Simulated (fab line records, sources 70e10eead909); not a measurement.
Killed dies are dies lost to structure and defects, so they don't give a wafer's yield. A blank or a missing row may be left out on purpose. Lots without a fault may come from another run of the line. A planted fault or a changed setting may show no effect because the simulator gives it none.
A struck lot beside a sound one | flow nand_harc | 35 steps out of a route of 1302
Sound: wafers L520.2, L520.3, L520.6. Struck: wafers L526.1, L526.2, L526.5. The cause comes at the end.
At each step with rows: each side's tool, then ch and its chambers, then its first start. Under that, the readings that differ: sound wafers | struck wafers | difference of the means | sigmas: that difference in standard deviations of wafers without a fault.
alike: readings whose means differ by less than 2 such deviations, and words and numbers that are the same on both sides. not compared: withheld readings, readings that some wafer has no value for, bounds like >300 that may hide the same value, and numbers for which the record gives no deviation and whose values overlap.
The two part at a step that has a row with sigmas, a row that says differs or no value, or rows on one side only. Numbers that don't overlap but have no deviation are shown without sigmas and don't part them. A reading that every wafer of one side lacks parts them only if that side has two wafers or more.

first, 1 step without rows for these wafers: NHARC_A_SLIT_SRD_20.
NHARC_A_SLIT_CD_MEAS_21:
  sound on cd_sem-03, day 21 05:42; struck on cd_sem-02, day 24 09:07
  alike: cd_nm
then, 3 steps without rows for these wafers: NHARC_A_SIN_REMOVE_WET_00 (chemistry H3PO4, time 15300 s); NHARC_A_SIN_REMOVE_PRECLEAN_01 (cleans in SC1); NHARC_A_SIN_REMOVE_SRD_02.
NHARC_A_SIN_REMOVE_INSPECT_04:
  sound on defect_inspect-01, day 21 12:22; struck on defect_inspect-02, day 24 15:44
  reading          | sound       | struck      | difference | sigmas
  raw_defect_count | 540 487 380 | 321 353 335 | -133       | -2
then, 2 steps without rows for these wafers: NHARC_A_WL_FILL_ALD_00 (deposits Al2O3, target thk 3 nm, pulse time 3 s, ald cycles 30); NHARC_A_WL_FILL_RTA_01 (time 5 s).
NHARC_A_WL_FILL_ALD_02: deposits TiN, target thk 2 nm, pulse time 3 s, ald cycles 100.
  sound on ald_metal-02 ch 1,2,3, day 21 12:59; struck on ald_metal-01 ch 0,2,3, day 24 16:22
  alike: heater_power_w, precursor_pulse_height_rel
then, 1 step without rows for these wafers: NHARC_A_WL_FILL_CVD_03 (deposits W, target thk 40 nm, time 279 s).
NHARC_A_WL_FILL_ETCHBACK_04: etches the open film in NF3, target depth 60 nm, time 120 s.
  sound on rie_metal-02 ch 0,1, day 21 13:45; struck on rie_metal-02 ch 0,1, day 24 17:06
  alike: chamber_pressure_mTorr, drypump_motor_current_A, oes_product_au
  not compared: rf_hours_counter_h
then, 7 steps without rows for these wafers: NHARC_A_WL_FILL_ETCHBACK_05 (etches the open film in Cl2/BCl3, target depth 22 nm, time 60 s); NHARC_A_WL_FILL_STRIP_27 (strips in N2/H2, time 20 s); NHARC_A_WL_FILL_STRIP_28 (strips in post etch residue remover, time 1200 s); NHARC_A_WL_FILL_PRECLEAN_06 (cleans in DIW, time 300 s); NHARC_A_WL_FILL_SRD_07; NHARC_A_WL_FILL_ANNEAL_08 (time 1800 s); NHARC_A_WL_FILL_ALD_10 (deposits SiO2, target thk 50 nm, pulse time 10 s, ald cycles 500).
NHARC_A_WL_FILL_ETCHBACK_16: etches the open film in C4F8/O2/Ar, target depth 120 nm, time 24 s.
  sound on rie_diel-13 ch 1,2,3; struck on rie_diel-06 ch 1,2,3
  alike: chamber_pressure_mTorr, oes_product_au, rf_vpp_V
  not compared: rf_hours_counter_h
NHARC_A_WL_FILL_STRIP_29: strips in O2, time 20 s.
  sound on rie_diel-13 ch 0,3, day 22 04:08; struck on rie_diel-06 ch 0,2, day 25 03:41
  alike: chamber_pressure_mTorr, drypump_motor_current_A, oes_product_au, rf_vpp_V, showerhead_plenum_p_Torr, throttle_valve_pct
  not compared: rf_hours_counter_h
then, 12 steps without rows for these wafers: NHARC_A_WL_FILL_ETCHBACK_17 (etches the open film in Cl2/BCl3, target depth 4 nm, time 26.7 s); NHARC_A_WL_FILL_PRECLEAN_18 (cleans in dHF, time 30 s); NHARC_A_WL_FILL_SRD_21; NHARC_A_WL_FILL_CVD_23 (deposits poly-Si, target thk 40 nm, time 800 s); NHARC_A_WL_FILL_ETCHBACK_26 (etches the open film in HBr, target depth 52 nm, time 13.3 s); NHARC_A_WL_FILL_PRECLEAN_30 (cleans in dHF, time 10 s); NHARC_A_WL_FILL_SRD_14; NHARC_A_WL_FILL_ALD_19 (deposits TiN, target thk 2 nm, pulse time 3 s, ald cycles 100); NHARC_A_WL_FILL_CVD_20 (deposits W, target thk 100 nm, time 74 s); NHARC_A_WL_FILL_CMP_12 (polishes, t overpolish 30 s, target thk 100 nm); NHARC_A_WL_FILL_SRD_31; NHARC_A_CONTACT_DEP_24 (deposits SiO2, target thk 500 nm).
NHARC_A_CONTACT_DEP_28: deposits aC, target thk 7000 nm.
  sound on acl_dep-01 ch 0, day 22 12:41; struck on acl_dep-02 ch 0, day 25 11:35
  alike: throttle_valve_pct
NHARC_A_CONTACT_DEP_29: deposits SiON, target thk 100 nm.
  sound on pecvd-03 ch 0,1,2, day 22 16:13; struck on pecvd-03 ch 0,2, day 25 15:52
  alike: heater_power_w
-- the record jumps here: 3 days lie between the struck wafers' starts before and after (it left off in module A_CONTACT and takes up again in module END, whose first step shown is number 1302 of the route) --
NHARC_END_SORT_01:
  the record has rows for the struck wafers here (prober-01 ch 0, day 28 14:14) and none for the sound ones

WHERE THEY PART
First at NHARC_A_SIN_REMOVE_INSPECT_04; last, within this record, at NHARC_END_SORT_01.

WHY: what the simulator had put in
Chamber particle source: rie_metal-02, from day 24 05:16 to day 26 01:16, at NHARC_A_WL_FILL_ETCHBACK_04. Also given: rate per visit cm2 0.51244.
